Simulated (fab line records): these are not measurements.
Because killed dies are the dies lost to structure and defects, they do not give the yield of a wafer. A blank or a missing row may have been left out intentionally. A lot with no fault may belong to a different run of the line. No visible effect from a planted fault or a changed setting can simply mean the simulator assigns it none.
Chamber matching | flow nand-harc | pecvd-04 running NHARC_A_SLIT_DEP_23: 3 sister chambers
The step deposits SiON, target thk 100 nm. 6 wafers are shown with their chamber, then 8 later ones without.

WAFERS PAIRED WITH THEIR CHAMBERS
wafer  | chamber | heater-power-w (W) | susceptor-temp-C (C)
L088.5 | 2       | 542                | 399.78
L087.2 | 1       | 905                | 399.86
L090.1 | 2       | 563                | 400.05
L090.3 | 0       | 684                | 399.87
L090.4 | 1       | 806                | 400.00
L091.2 | 0       | 830                | 399.96

WAFERS MISSING THEIR CHAMBER
wafer  | heater-power-w (W) | susceptor-temp-C (C)
L091.3 | 864                | 399.81
L091.4 | 656                | 399.95
L095.2 | 791                | 400.32
L095.4 | 906                | 399.85
L095.6 | 806                | 400.36
L093.2 | 906                | 400.13
L093.4 | 914                | 400.14
L093.5 | 654                | 399.91

CHAMBER TAKEN BY EACH
wafer  | from the rows above          | in truth
L091.3 | can't be placed: 1 or 0      | 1
L091.4 | can't be placed: 0 or 2 or 1 | 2
L095.2 | can't be placed: 1 or 0 or 2 | 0
L095.4 | can't be placed: 1 or 0      | 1
L095.6 | can't be placed: 1 or 0 or 2 | 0
L093.2 | can't be placed: 1 or 0      | 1
L093.4 | can't be placed: 1 or 0      | 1
L093.5 | can't be placed: 2 or 0 or 1 | 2
Placed correctly: 0 of 8. From these rows, 8 cannot be placed; in 8 the true chamber is one of the candidates. Placed wrongly: 0.
How it was worked out, from the rows above alone: a wafer's distance from a chamber is the root of the sum, over the readings, of the square of ((its reading less the chamber's mean) divided by the reading's scatter). The wafer belongs to the nearest chamber; if the next one is less than 2 further off, it can't be placed. Each chamber's mean is taken over the wafers shown for it. The scatter is the square root of a quotient: the sum, over the shown wafers, of each reading's squared deviation from its chamber's mean, divided by wafers minus chambers.
